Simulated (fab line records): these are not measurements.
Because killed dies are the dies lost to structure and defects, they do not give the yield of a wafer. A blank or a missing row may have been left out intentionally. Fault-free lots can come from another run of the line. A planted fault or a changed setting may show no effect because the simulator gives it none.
Matching of chambers | flow n5_finfet | N5_BEOL_M7_ETCH_72 on rie_diel-06 has 4 sister chambers
The step etches underlayer in N2/H2, target depth 6.5 nm, time 5.2 s. 8 wafers are shown with their chamber, then 12 later ones without.

== WAFERS, EACH WITH ITS CHAMBER ==
wafer  | chamber | showerhead_plenum_p_Torr (Torr) | drypump_motor_current_A (A)
L084.2 | 0       | 2.63                            | 5.93
L084.5 | 2       | 2.46                            | 5.99
L086.2 | 0       | 2.62                            | 5.87
L087.4 | 3       | 2.68                            | 5.43
L087.6 | 2       | 2.46                            | 6.01
L089.1 | 1       | 2.41                            | 6.29
L089.3 | 3       | 2.68                            | 5.42
L089.5 | 1       | 2.41                            | 6.29

== WAFERS WITH NO CHAMBER GIVEN ==
wafer  | showerhead_plenum_p_Torr (Torr) | drypump_motor_current_A (A)
L094.1 | 2.67                            | 5.41
L094.2 | 2.45                            | 5.99
L094.3 | 2.62                            | 5.92
L094.4 | 2.62                            | 5.89
L094.5 | 2.67                            | 5.41
L094.6 | 2.45                            | 6.02
L096.3 | 2.45                            | 6.00
L096.5 | 2.61                            | 5.89
L096.6 | 2.73                            | 6.22
L097.1 | 2.67                            | 5.40
L097.3 | 2.61                            | 5.93
L097.5 | 2.67                            | 5.43

== WHICH CHAMBER EACH WENT THROUGH ==
wafer  | from the rows above | in truth
L094.1 | 3                   | 3
L094.2 | 2                   | 2
L094.3 | 0                   | 0
L094.4 | 0                   | 0
L094.5 | 3                   | 3
L094.6 | 2                   | 2
L096.3 | 2                   | 2
L096.5 | 0                   | 0
L096.6 | 0                   | 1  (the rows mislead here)
L097.1 | 3                   | 3
L097.3 | 0                   | 0
L097.5 | 3                   | 3
11 of 12 placed correctly. Can't be placed from these rows: 0. Wrongly placed: 1.
How it was worked out, from the rows above alone: a wafer's distance from a chamber is the root of the sum, over the readings, of the square of ((its reading less the chamber's mean) divided by the reading's scatter). The wafer belongs to the nearest chamber; if the next one is less than 2 further off, it can't be placed. The mean given for a chamber averages the wafers shown for that chamber. How the scatter is found: for the shown wafers, subtract from each reading the mean of its chamber, square and add these, divide the total by (wafers less chambers), then take the root.
